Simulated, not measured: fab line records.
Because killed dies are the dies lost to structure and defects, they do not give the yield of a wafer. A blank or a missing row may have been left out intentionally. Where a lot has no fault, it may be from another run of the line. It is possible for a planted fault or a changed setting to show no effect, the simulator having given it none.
A lot that was struck, set against a sound lot || flow n5 finfet || 39 steps out of a route of 1938
Sound: these wafers, L924.1, L924.2, L924.5. Struck: wafers L914.1, L914.2, L914.5. The cause is given at the end.
For every step that has rows: the tool of each side, followed by ch and its chambers, followed by its first start. Under that, the readings that differ: sound wafers || struck wafers || difference of the means || sigmas: that difference in standard deviations of wafers without a fault.
alike: a reading whose means differ by less than 2 such deviations, as well as words and numbers matching on both sides. not compared: withheld readings; readings where some wafer has no value; bounds like >300 that might hide an equal value; numbers whose values overlap and for which the record gives no deviation.
Wherever a step has rows on one side only, a row that says differs or no value, or a row with sigmas, the two part there. Numbers that don't overlap but have no deviation are shown without sigmas and don't part them. A reading missing from all wafers of one side parts the sides only when that side holds two or more wafers.

first, 9 steps without rows for these wafers: N5_HKMG_FIN_DESCUM_17 (chemistry O2, time 7.9 s); N5_HKMG_FIN_ETCH_31 (etches SiARC in CF4, target depth 45.5 nm, time 75.8 s); N5_HKMG_FIN_ETCH_32 (etches SOC in N2/H2, target depth 240 nm, time 300 s); N5_HKMG_FIN_STRIP_33 (strips in N2/H2); N5_HKMG_FIN_STRIP_34 (strips in CF4); N5_HKMG_FIN_ETCH_35 (etches SOC in N2/H2, target depth 215.8 nm, time 243.4 s); N5_HKMG_FIN_STRIP_92 (strips SOC in N2/H2, time 20 s); N5_HKMG_FIN_WET_ETCH_18 (etches TiN in SC1, time 55 s, target depth 5.2 nm, rinse time 30 s); N5_HKMG_FIN_STRIP_19 (strips in N2/H2, time 360 s).
N5_HKMG_FIN_ALD_91: deposits TiN, target thk 1 nm, pulse time 1 s, purge time 3 s.
  sound on ald metal-03 ch 0,2,3, day 9 11:02; struck on ald metal-02 ch 0,1,2, day 6 18:17
  no value came back on the struck wafers for any of 5 readings (ald cycles, chamber pressure Torr (Torr) and others); on the sound wafers ald cycles reads 47 47 47
  not compared: since wet clean h
then, 27 steps without rows for these wafers: N5_HKMG_FIN_COAT_85 (time 60 s, resist thk 300 nm); N5_HKMG_FIN_ETCH_86 (etches SOC in N2/H2, stops on TiN, target depth 393.2 nm); N5_HKMG_FIN_STRIP_89 (strips SOC in N2/H2, time 20 s); N5_HKMG_FIN_WET_ETCH_87 (etches TiN in SC1, time 154.2 s, target depth 4.7 nm, rinse time 30 s); N5_HKMG_FIN_STRIP_88 (strips in N2/H2, time 360 s); N5_HKMG_FIN_NWFM_ALD_20 (deposits TiAlC, target thk 2 nm, pulse time 3 s, purge time 2 s); N5_HKMG_FIN_ALD_71 (deposits TiN, target thk 1 nm, pulse time 1 s, purge time 3 s); N5_HKMG_FIN_COAT_66 (time 60 s, resist thk 300 nm); N5_HKMG_FIN_ETCH_67 (etches SOC in N2/H2, stops on TiN, target depth 388.9 nm); N5_HKMG_FIN_STRIP_90 (strips SOC in N2/H2, time 20 s); N5_HKMG_FIN_WET_ETCH_73 (etches the open film in SC1, time 42.3 s, target depth 1.3 nm, rinse time 30 s); N5_HKMG_FIN_ETCHBACK_68 (etches the open film in Cl2/Ar, stops on HfO2, target depth 0.5 nm); N5_HKMG_FIN_STRIP_69 (strips in N2/H2, time 360 s); N5_HKMG_FIN_ALD_21 (deposits TiN, target thk 1.5 nm, pulse time 1 s, purge time 3 s); N5_HKMG_FIN_ALD_72 (deposits W, target thk 2 nm, pulse time 1 s, purge time 2 s); N5_HKMG_FIN_W_FILL_22 (material W, target thk 60 nm, time 18.2 s); N5_HKMG_FIN_PRECLEAN_83 (cleans in DIW, time 57.5 s); N5_HKMG_FIN_SRD_84 (dry time 32 s); N5_HKMG_FIN_CMP_23 (polishes, stops on SiNx, t overpolish 10 s, target thk 46.326 nm); N5_HKMG_FIN_CMP_94 (polishes, stops on SiNx, t overpolish 4.7 s, target thk 43.299 nm); N5_GATE_CUT_ETCHBACK_00 (etches W in SF6/Cl2); N5_GATE_CUT_ETCH_56 (etches TiN in Cl2/Ar, target depth 21.6 nm); N5_GATE_CUT_ETCHBACK_30 (etches TiN in Cl2/Ar, target depth 3 nm); N5_GATE_CUT_VAPOR_ETCH_60 (etches HfO2 in BCl3/Cl2); N5_GATE_CUT_ETCH_58 (etches SiNx in CH3F/O2, target depth 17 nm, time 128.6 s); N5_GATE_CUT_STRIP_59 (strips in N2/H2, time 20 s); N5_GATE_CUT_PRECLEAN_31 (cleans in DIW, time 300 s).
-- a jump in the record: the struck wafers' starts before and after are 4 days apart (it breaks off in module GATE_CUT and resumes in module BEOL_M4, where the first step shown is number 1111 of the route) --
N5_BEOL_M4_RC_MEAS_101:
  sound on prober-01 ch 0, day 13 01:11; struck on prober-01 ch 0, day 10 23:13
{"reading": "DIBL_N (mV/V)", "sound": "32.4 34.6 34.5", "struck": "37.3 37.0 36.4", "difference": "+3.1", "sigmas": "+2"}
{"reading": "IGATE_N (nA/um)", "sound": "0.0132 0.0120 0.0143", "struck": "0.1045 0.1077 0.1203", "difference": "+0.0977", "sigmas": "+54"}
{"reading": "IOFF_N (nA/um)", "sound": "0.116 0.152 0.141", "struck": "22.708 21.538 20.328", "difference": "+21.388", "sigmas": "+99 or more"}
{"reading": "IOFF_N_85C (nA/um)", "sound": "2.5 3.0 2.9", "struck": "202.5 192.2 182.9", "difference": "+189.7", "sigmas": "+99 or more"}
{"reading": "IOFF_N_LIN (nA/um)", "sound": "0.059 0.073 0.067", "struck": "10.599 10.192 9.844", "difference": "+10.145", "sigmas": "+99 or more"}
{"reading": "IOFF_N_LONG (nA/um)", "sound": "5.55e-05 5.74e-05 5.63e-05", "struck": "0.0076152 0.0075189 0.0076748", "difference": "+0.0075466", "sigmas": "+99 or more"}
{"reading": "IOFF_P (nA/um)", "sound": "0.20 0.23 0.22", "struck": "0.04 0.04 0.04", "difference": -0.18, "sigmas": -6}
{"reading": "IOFF_P_85C (nA/um)", "sound": "3.5 4.0 3.9", "struck": "0.9 0.9 0.9", "difference": -2.9, "sigmas": -6}
{"reading": "IOFF_P_LIN (nA/um)", "sound": "0.102 0.111 0.109", "struck": "0.020 0.019 0.018", "difference": -0.088, "sigmas": -7}
{"reading": "IOFF_P_LONG (nA/um)", "sound": "0.000119 0.000124 0.000113", "struck": "4.7e-05 5.2e-05 4.7e-05", "difference": -7.0e-05, "sigmas": -7}
{"reading": "ION_N (uA/um)", "sound": "660 689 656", "struck": "923 950 934", "difference": "+267", "sigmas": "+24"}
{"reading": "ION_P (uA/um)", "sound": "468 477 459", "struck": "386 394 390", "difference": -78, "sigmas": -11}
{"reading": "VT_N (mV)", "sound": "253 250 252", "struck": "107 109 109", "difference": -143, "sigmas": -48}
{"reading": "VT_N_LONG (mV)", "sound": "275.7 273.2 274.8", "struck": "133.2 132.8 132.7", "difference": -141.7, "sigmas": -64}
{"reading": "VT_N_LVT (mV)", "sound": "102 99 100", "struck": "-44 -43 -43", "difference": -144, "sigmas": -46}
{"reading": "VT_P (mV)", "sound": "-248 -247 -245", "struck": "-297 -295 -298", "difference": -50, "sigmas": -15}
{"reading": "VT_P_LONG (mV)", "sound": "-271 -270 -271", "struck": "-319 -318 -319", "difference": -48, "sigmas": -15}
{"reading": "VT_P_LVT (mV)", "sound": "-97 -97 -97", "struck": "-144 -144 -145", "difference": -47, "sigmas": -15}
  alike: DIBL_P, SS_N, SS_P
-- here the record skips 4 days between the struck wafers' starts before and after, leaving off in module BEOL_M4 and picking up in module PASSIVATION (first step shown: number 1936 of the route) --
N5_PASSIVATION_PROBE_49:
  sound on prober-02, day 17 07:58; struck on prober-02, day 15 09:08
{"reading": "killed at contacts", "sound": "4 4 8", "struck": "22 24 20", "difference": "+17", "sigmas": "+3"}
{"reading": "sort_bin_4_leakage (%)", "sound": "0 0 0", "struck": "90.93 86.69 91.78", "difference": "+89.80", "sigmas": ""}
{"reading": "sort n pass", "sound": "1074 1100 1089", "struck": "0 0 0", "difference": -1088, "sigmas": -54}
{"reading": "sort yield pct (%)", "sound": "91.0 93.2 92.3", "struck": "0 0 0", "difference": -92, "sigmas": -54}
  alike: defect limited yield, killed_at_M0_to_M3, killed_at_M4_up, killed at front end, killed at other, killed dies, killed open, killed short, sort_bin_5_function, sort_bin_6_memory, sort_bin_8_speed

## WHERE THEY PART
Last at N5_PASSIVATION_PROBE_49 as far as this record goes, first at N5_HKMG_FIN_ALD_91.

WHY: what the simulator had put in
At N5_HKMG_FIN_ALD_91, the step was skipped entirely on ald metal-02 from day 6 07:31 on. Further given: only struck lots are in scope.
